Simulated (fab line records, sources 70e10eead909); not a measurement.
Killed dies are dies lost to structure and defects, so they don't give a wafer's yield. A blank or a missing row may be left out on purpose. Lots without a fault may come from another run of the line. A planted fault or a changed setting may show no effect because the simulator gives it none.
fab line records | flow nand_harc
record lots=13 wafers=39 last_day=34
route steps=1302 shown P_M1@308 P_M2@326 END@1302
lots that met no fault: from a run of the same line without faults
start_h: hours from the record's first day to the start of the lot's first wafer shown | wait_h: hours since the lot's step before | " the same as in the row above | L1.1+2: a row that stands for several wafers | - no value, or no start given | * or withheld: withheld | < > ~ a bound
route shown NAME@n: a module of which the file shows steps, and the number in the route of the first | usual: mean/standard deviation of fault-free wafers | same: alike in all rows | chamber/n: place in a boat | sites: the reading at each site | _std_site: their standard deviation | _edge_site: outer sites' mean less inner sites' | radius_mm: how far each site lies from the wafer's centre | mask NAME#n: copy n | behind: the tool/chamber that last shaped the wafer | hold: why the lot was held/for how many hours/how that ended | device: the transistor (n, p or np) that didn't switch | end of line: the same wafers' tests at the end of the route | a step without rows: its recipe alone | killed: dies lost to structure and defects at the first sort, not the wafer's yield | map: a wafer's dies, x killed, . not, _ none there
set.NAME: the setting as run; set.NAME@STEP: as run at that earlier step | model.NAME: the simulator's own value behind a step, which no gauge read
steps of the route over a sample of lots; a table a step, a row a wafer
services: from which hour (start_h, from the record's first day; less than 0 if before it) a tool's chamber was out of use, for how many hours, and why
## steps
# step NHARC_P_M1_PVD_21
# recipe target_thk_a=300 chamber_pressure_pa=5 power_w=5000 substrate_temp_c=30 time_s=20.49 material=Cu
# usual throttle_valve_pct=29.7/1
# columns lot.wafer tool chamber start_h wait_h throttle_valve_pct
L472.3 pvd_sputter-02 - - - 28.1
L472.6 " - " " 28.0
L472.5 " - " " 30.7
L473.1 pvd_sputter-02 - - - 28.2
L473.2 " - " " 29.5
L473.5 " - " " 30.8
L481.3 pvd_sputter-02 - - - 29.6
L481.2 " - " " 28.1
L481.1 " - " " 30.6
L482.2 pvd_sputter-03 - - - 31.0
L482.1 " - " " 29.7
L482.6 " - " " 31.0
L485.1 pvd_sputter-02 - - - 31.0
L485.3 " - " " 29.2
L485.6 " - " " 30.8
L486.2 pvd_sputter-02 - - - 30.6
L486.3 " - " " 29.4
L486.5 " - " " 27.9
L488.2 pvd_sputter-01 - - - 29.8
L488.6 " - " " 29.9
L488.5 " - " " 29.9
L490.1 pvd_sputter-02 - - - 27.5
L490.2 " - " " 31.2
L490.4 " - " " 28.8
L491.1 pvd_sputter-03 - - - 29.7
L491.4 " - " " 28.9
L491.6 " - " " 31.2
L492.4 pvd_sputter-02 - - - 31.0
L492.1 " - " " 29.4
L492.5 " - " " 29.3
L493.2 pvd_sputter-01 - - - 30.4
L493.6 " - " " 30.2
L493.5 " - " " 29.9
L494.1 pvd_sputter-02 - - - 29.5
L494.4 " - " " 29.0
L494.3 " - " " 30.8
L495.1 pvd_sputter-01 - - - 30.2
L495.2 " - " " 29.9
L495.5 " - " " 31.2
# step NHARC_P_M1_CMP_23
# recipe t_overpolish_s=20 target_thk_nm=157.82
# usual motor_current_A=12.5/1.5 time_to_endpoint_s=28.7/2.6
# columns lot.wafer tool chamber start_h wait_h motor_current_A time_to_endpoint_s
L472.3 cmp-01 1 125.95 - 13.6 30.6
L472.5 " 3 " " 14.4 34.6
L472.6 " 0 " " 13.2 32.7
L473.1 cmp-04 0 139.76 - 13.3 29.8
L473.2 " 3 " " 11.2 25.8
L473.5 " 1 " " 11.4 25.7
L481.2 cmp-01 0 220.30 - 12.9 29.6
L481.1 " 1 " " 13.4 26.0
L481.3 " 2 " " 10.1 26.2
L482.1 cmp-04 1 226.27 - 11.8 26.4
L482.2 " 2 " " 12.5 23.4
L482.6 " 0 " " 13.1 26.4
L485.3 cmp-02 1 261.89 - 12.3 27.5
L485.1 " 3 " " 11.9 30.6
L485.6 " 1 " " 11.7 29.2
L486.2 cmp-04 3 280.52 - 10.7 28.9
L486.3 " 0 " " 13.5 29.3
L486.5 " 3 " " 9.5 29.4
L488.2 cmp-01 3 290.48 - 15.0 27.0
L488.5 " 2 " " 9.8 24.9
L488.6 " 3 " " 14.8 27.8
L490.1 cmp-04 0 307.81 - 13.1 28.0
L490.2 " 1 " " 11.8 27.1
L490.4 " 2 " " 12.7 24.7
L491.4 cmp-01 0 320.66 - 13.1 33.5
L491.1 " 1 " " 13.6 29.4
L491.6 " 3 " " 15.6 31.4
L492.1 cmp-02 0 330.88 - 14.0 30.5
L492.4 " 2 " " 11.4 33.1
L492.5 " 0 " " 14.1 32.8
L493.2 cmp-01 0 332.50 - 12.8 27.1
L493.6 " 2 " " 10.2 26.5
L493.5 " 3 " " 15.3 29.3
L494.3 cmp-01 1 345.67 - 13.1 31.5
L494.1 " 2 " " 9.9 30.2
L494.4 " 3 " " 14.1 30.0
L495.2 cmp-01 0 353.57 - 12.2 31.9
L495.1 " 1 " " 13.5 28.8
L495.5 " 3 " " 14.4 32.7
# step NHARC_P_M1_THK_MEAS_24
# recipe thk_meas_gauge=xrf
# usual thk_nm=158.0/1.6
# columns lot.wafer tool chamber start_h wait_h thk_nm
L472.3 film_metro-02 - 126.21 - 156.4
L472.5 " - " " 158.8
L472.6 " - " " 159.4
L473.1 film_metro-02 - 140.07 - 155.8
L473.2 " - " " 158.0
L473.5 " - " " 155.4
L481.1 film_metro-01 - 220.62 - 157.6
L481.2 " - " " 159.2
L481.3 " - " " 156.8
L482.1 film_metro-02 - 226.53 - 156.4
L482.2 " - " " 157.6
L482.6 " - " " 157.8
L485.1 film_metro-02 - 262.22 - 157.0
L485.3 " - " " 154.5
L485.6 " - " " 158.4
L486.2 film_metro-01 - 280.80 - 156.4
L486.3 " - " " 158.6
L486.5 " - " " 155.8
L488.2 film_metro-02 - 290.77 - 156.1
L488.5 " - " " 155.5
L488.6 " - " " 158.6
L490.1 film_metro-01 - 308.13 - 158.3
L490.2 " - " " 161.7
L490.4 " - " " 158.1
L491.1 film_metro-01 - 320.96 - 161.3
L491.4 " - " " 159.2
L491.6 " - " " 157.0
L492.1 film_metro-02 - 331.19 - 158.1
L492.4 " - " " 157.6
L492.5 " - " " 159.6
L493.2 film_metro-01 - 332.76 - 160.5
L493.5 " - " " 159.3
L493.6 " - " " 160.1
L494.1 film_metro-02 - 345.99 - 156.0
L494.3 " - " " 156.3
L494.4 " - " " 158.7
L495.1 film_metro-01 - 353.82 - 157.6
L495.2 " - " " 160.3
L495.5 " - " " 158.7
# step NHARC_P_M2_PEB_07
# recipe peb_temp_c=100 peb_time_s=65
# usual heater_power_total_W=156.6/0.4 plate_temp_C=100.02/0.13
# same peb_time_s=65
# columns lot.wafer tool chamber start_h wait_h heater_power_total_W plate_temp_C
L472.3 litho_track-04 0 127.84 0.0 156.8 100.00
L472.5 " 0 " " 156.9 100.12
L472.6 " 0 " " 156.7 99.92
L473.1 litho_track-06 0 141.52 0.1 156.0 100.10
L473.2 " 0 " " 157.1 99.94
L473.5 " 0 " " 156.0 100.02
L481.1 litho_track-06 0 222.12 0.1 162.2 102.53
L481.2 " 0 " " 161.3 102.60
L481.3 " 0 " " 161.7 102.39
L482.1 litho_track-06 0 228.01 0.1 161.4 102.74
L482.2 " 0 " " 161.8 102.49
L482.6 " 0 " " 161.9 102.43
L485.1 litho_track-01 0 263.69 0.1 156.5 100.05
L485.3 " 0 " " 156.9 100.00
L485.6 " 0 " " 156.1 100.03
L486.2 litho_track-01 0 282.27 0.1 156.5 100.12
L486.3 " 0 " " 157.1 100.07
L486.5 " 0 " " 156.1 100.19
L488.2 litho_track-01 0 292.24 0.1 156.1 100.11
L488.5 " 0 " " 156.7 100.01
L488.6 " 0 " " 157.0 100.11
L490.1 litho_track-01 0 309.45 0.1 157.1 100.03
L490.2 " 0 " " 157.1 99.80
L490.4 " 0 " " 157.1 99.93
L491.1 litho_track-06 0 322.49 0.1 157.1 100.25
L491.4 " 0 " " 156.6 100.22
L491.6 " 0 " " 156.0 100.07
L492.1 litho_track-06 0 332.69 0.1 157.0 99.88
L492.4 " 0 " " 156.9 100.03
L492.5 " 0 " " 156.5 100.11
L493.2 litho_track-06 0 334.21 0.1 157.0 99.82
L493.5 " 0 " " 156.3 99.86
L493.6 " 0 " " 157.0 99.98
L494.1 litho_track-01 0 347.31 0.1 157.0 100.11
L494.3 " 0 " " 157.2 100.15
L494.4 " 0 " " 156.7 100.02
L495.1 litho_track-01 0 355.29 0.1 157.0 100.12
L495.2 " 0 " " 156.5 99.83
L495.5 " 0 " " 156.2 100.02
# step NHARC_P_M2_CD_MEAS_09
# recipe target_cd_nm=170 landing_energy_ev=500
# usual cd_nm=170.4/0.6
# columns lot.wafer tool chamber start_h wait_h cd_nm
L472.3 cd_sem-02 0 127.92 - 171.0
L472.5 " 0 " " 170.0
L472.6 " 0 " " 170.2
L473.1 cd_sem-03 0 141.60 - 169.6
L473.2 " 0 " " 170.0
L473.5 " 0 " " 169.5
L481.1 cd_sem-02 0 222.20 - 178.4
L481.2 " 0 " " 178.8
L481.3 " 0 " " 178.1
L482.1 cd_sem-02 0 228.09 - 178.0
L482.2 " 0 " " 178.2
L482.6 " 0 " " 177.6
L485.1 cd_sem-03 0 263.77 - 170.7
L485.3 " 0 " " 170.8
L485.6 " 0 " " 170.4
L486.2 cd_sem-02 0 282.35 - 170.6
L486.3 " 0 " " 170.9
L486.5 " 0 " " 170.6
L488.2 cd_sem-02 0 292.32 - 172.1
L488.5 " 0 " " 170.7
L488.6 " 0 " " 170.9
L490.1 cd_sem-02 0 309.53 - 170.5
L490.2 " 0 " " 171.2
L490.4 " 0 " " 170.1
L491.1 cd_sem-01 0 322.57 - 170.8
L491.4 " 0 " " 170.6
L491.6 " 0 " " 170.2
L492.1 cd_sem-01 0 332.77 - 170.7
L492.4 " 0 " " 170.7
L492.5 " 0 " " 171.1
L493.2 cd_sem-02 0 334.29 - 169.8
L493.5 " 0 " " 170.5
L493.6 " 0 " " 169.8
L494.1 cd_sem-03 0 347.39 - 169.5
L494.3 " 0 " " 170.6
L494.4 " 0 " " 170.6
L495.1 cd_sem-02 0 355.37 - 169.9
L495.2 " 0 " " 169.6
L495.5 " 0 " " 169.5
# step NHARC_END_SORT_01
# recipe temp_c=25
# usual defect_limited_yield=91/3.5 killed_at_array=59/24 killed_at_other=0.7/1.2 killed_at_periphery=3.5/2.6 killed_dies=63/24 killed_open=3.2/2.1 killed_short=2.4/1.5
# same gross_dies=677
# columns lot.wafer tool chamber start_h wait_h defect_limited_yield[%] killed_at_array killed_at_other killed_at_periphery killed_dies killed_open killed_short
L488.2 prober-02 0 767.40 2.8 89 71 0 2 73 7 1
L488.5 prober-02 0 769.80 3.7 88 76 0 3 79 3 0
L488.6 prober-02 0 770.60 4.0 88 77 0 3 80 4 4
# killed by level:class
L488.2 A_CHANNEL_HOLE_D1:chamber_film_flake=32 A_CHANNEL_HOLE_D2:chamber_film_flake=22 A_CONTACT:chamber_film_flake=7 A_SLIT:chamber_film_flake=3 P_M2:geometric_particle:short=1 A_CHANNEL_HOLE_D1:geometric_particle:open=1 A_CHANNEL_FILL_D1:geometric_particle:open=1 A_ONON_D2:geometric_particle:open=1
L488.5 A_CHANNEL_HOLE_D1:chamber_film_flake=37 A_CHANNEL_HOLE_D2:chamber_film_flake=23 A_CONTACT:chamber_film_flake=8 A_SLIT:chamber_film_flake=4 P_GATE:chamber_film_flake=3 A_ONON_D2:geometric_particle:open=1 A_WL_FILL:geometric_particle:open=1 A_CONTACT:geometric_particle:open=1
L488.6 A_CHANNEL_HOLE_D1:chamber_film_flake=33 A_CHANNEL_HOLE_D2:chamber_film_flake=27 A_CONTACT:chamber_film_flake=6 A_SLIT:chamber_film_flake=4 A_M0:geometric_particle:open=2 P_GATE:chamber_film_flake=2 P_BONDPAD:geometric_particle:short=1 A_ONON_D1:geometric_particle:short=1
## services
# columns tool chamber start_h hours kind
pvd_sputter-02 - 104.00 10.0 pm
cmp-04 - 105.25 1.1 repair
pvd_sputter-03 - 114.56 2.0 repair
cmp-04 - 133.26 4.0 pm
cmp-04 - 145.52 9.1 repair
cmp-01 - 152.10 2.3 repair
litho_track-01 - 155.00 7.0 pm
pvd_sputter-01 - 158.82 4.2 repair
litho_track-06 - 179.00 7.0 pm
pvd_sputter-02 - 182.78 3.9 repair
cmp-01 - 185.50 4.0 pm
pvd_sputter-02 - 187.20 6.1 repair
pvd_sputter-01 - 228.92 10.0 pm
cmp-04 - 231.26 4.0 pm
cmp-04 - 236.19 1.7 repair
cmp-04 - 251.14 1.1 repair
pvd_sputter-02 - 261.18 5.4 repair
pvd_sputter-02 - 282.00 10.0 pm
cmp-01 - 283.59 4.0 pm
cmp-04 - 309.19 3.8 repair
pvd_sputter-01 - 320.58 4.4 repair
cmp-04 - 329.26 4.0 pm
litho_track-01 - 330.00 7.0 pm
litho_track-06 - 354.00 7.0 pm
## key
first_sign step=NHARC_P_M2_PEB_07 reading=plate_temp_C direction=up sigmas=19 usual=* struck=*
effect step=NHARC_P_M2_PEB_07 reading=heater_power_total_W direction=up sigmas=13 usual=* struck=*
effect step=NHARC_P_M2_CD_MEAS_09 reading=cd_nm direction=up sigmas=13 usual=170.4 struck=178.2
met_at NHARC_P_M2_PEB_07
struck_lots L481,L482
not_acting_at NHARC_P_M1_PVD_21,NHARC_P_M1_CMP_23,NHARC_P_M1_THK_MEAS_24
onset_between 141.52 222.12
fault kind=process_parameter_drift tool=litho_track-06 chamber=- onset_h=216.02 steps=NHARC_P_M2_PEB_07 channel=peb_temp_c offset=* shape=step end_h=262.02 acts_in=* stated=*
